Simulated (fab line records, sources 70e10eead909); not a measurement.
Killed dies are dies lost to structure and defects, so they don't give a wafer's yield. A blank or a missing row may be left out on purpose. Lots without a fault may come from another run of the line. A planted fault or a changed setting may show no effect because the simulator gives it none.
A struck lot beside a sound one | flow nand_harc | 15 steps out of a route of 1159
Sound: wafers L794.2, L794.5, L794.6. Struck: wafer L808.3. (L808.1, L808.4 of the same lot were not struck and are left out.) The cause comes at the end.
At each step with rows: each side's tool, then ch and its chambers, then its first start. Under that, the readings that differ: sound wafers | struck wafers | difference of the means | sigmas: that difference in standard deviations of wafers without a fault.
alike: readings whose means differ by less than 2 such deviations, and words and numbers that are the same on both sides. not compared: withheld readings, readings that some wafer has no value for, bounds like >300 that may hide the same value, and numbers for which the record gives no deviation and whose values overlap.
The two part at a step that has a row with sigmas, a row that says differs or no value, or rows on one side only. Numbers that don't overlap but have no deviation are shown without sigmas and don't part them. A reading that every wafer of one side lacks parts them only if that side has two wafers or more.

first, 6 steps without rows for these wafers: NHARC_A_CONTACT_COAT_63 (resist thk 90 nm); NHARC_A_CONTACT_SOFTBAKE_64 (time 55 s); NHARC_A_CONTACT_EBR_65; NHARC_A_CONTACT_EXPOSE_66 (exposes mask A CC 2); NHARC_A_CONTACT_PEB_67 (peb time 65 s); NHARC_A_CONTACT_DEVELOP_68 (develop time 35 s).
NHARC_A_CONTACT_CD_MEAS_69: target cd 200 nm.
  sound on cd_sem-02 ch 0, day 17 06:02; struck on cd_sem-03 ch 0, day 20 14:13
  alike: cd_nm
NHARC_A_CONTACT_OVL_MEAS_70:
  sound on overlay-02, day 17 06:08; struck on overlay-02, day 20 14:19
  reading           | sound         | struck | difference | sigmas
  overlay_x_nm (nm) | 0.0 -0.6 -0.9 | 1.4    | +1.9       | +2
  overlay_y_nm (nm) | 0.1 0.4 0.1   | -1.3   | -1.5       | -2
NHARC_A_CONTACT_INSPECT_71:
  sound on defect_inspect-01, day 17 06:10; struck on defect_inspect-02, day 20 14:21
  alike: raw_defect_count
NHARC_A_CONTACT_DESCUM_74: chemistry O2, time 3 s.
  sound on rie_diel-12 ch 0,1,2, day 17 06:16; struck on rie_diel-01 ch 1, day 20 14:25
  alike: drypump_motor_current_A, oes_product_au, rf_vpp_V, showerhead_plenum_p_Torr, throttle_valve_pct
  not compared: rf_hours_counter_h
NHARC_A_CONTACT_ETCH_75: etches the open film in CF4, target depth 39 nm, time 65 s.
  sound on rie_diel-12 ch 0,1, day 17 06:19; struck on rie_diel-01 ch 2, day 20 14:30
  reading                     | sound       | struck | difference | sigmas
  drypump_motor_current_A (A) | 6.7 6.7 5.3 | 5.1    | -1.1       | -2
  alike: oes_product_au, rf_vpp_V, showerhead_plenum_p_Torr, throttle_valve_pct
  not compared: rf_hours_counter_h
NHARC_A_CONTACT_ETCH_76: etches the open film in N2/H2, target depth 260 nm, time 475.3 s.
  sound on rie_diel-12 ch 0,2,3; struck on rie_diel-01 ch 3
  alike: drypump_motor_current_A, oes_product_au, rf_vpp_V, showerhead_plenum_p_Torr, throttle_valve_pct
  not compared: rf_hours_counter_h
NHARC_A_CONTACT_ETCH_77: etches the open film in CF4/CHF3, target depth 72.6 nm, time 36.3 s.
  sound on rie_diel-12 ch 2,3, day 17 06:47; struck on rie_diel-01 ch 0, day 20 15:18
  reading               | sound             | struck | difference | sigmas
  oes_product_au (a.u.) | 0.961 0.953 0.975 | 0.800  | -0.163     | -8
  alike: drypump_motor_current_A, rf_vpp_V, showerhead_plenum_p_Torr, throttle_valve_pct
  not compared: rf_hours_counter_h
NHARC_A_CONTACT_ETCH_78: etches the open film in O2/COS, target depth 2800 nm, time 728 s.
  sound on rie_diel-12 ch 2,3; struck on rie_diel-01 ch 2
  reading               | sound             | struck | difference | sigmas
  oes_product_au (a.u.) | 0.993 0.994 0.987 | 1.014  | +0.023     | +2
  alike: cos_flow_sccm, drypump_motor_current_A, rf_vpp_V, showerhead_plenum_p_Torr, throttle_valve_pct
  not compared: rf_hours_counter_h
-- the record jumps here: 3 days lie between the struck wafers' starts before and after (it left off in module A_CONTACT and takes up again in module END, whose first step shown is number 1159 of the route) --
NHARC_END_SORT_01:
  the record has rows for the struck wafers here (prober-01 ch 0, day 23 13:37) and none for the sound ones

WHERE THEY PART
First at NHARC_A_CONTACT_OVL_MEAS_70; last, within this record, at NHARC_END_SORT_01.

WHY: what the simulator had put in
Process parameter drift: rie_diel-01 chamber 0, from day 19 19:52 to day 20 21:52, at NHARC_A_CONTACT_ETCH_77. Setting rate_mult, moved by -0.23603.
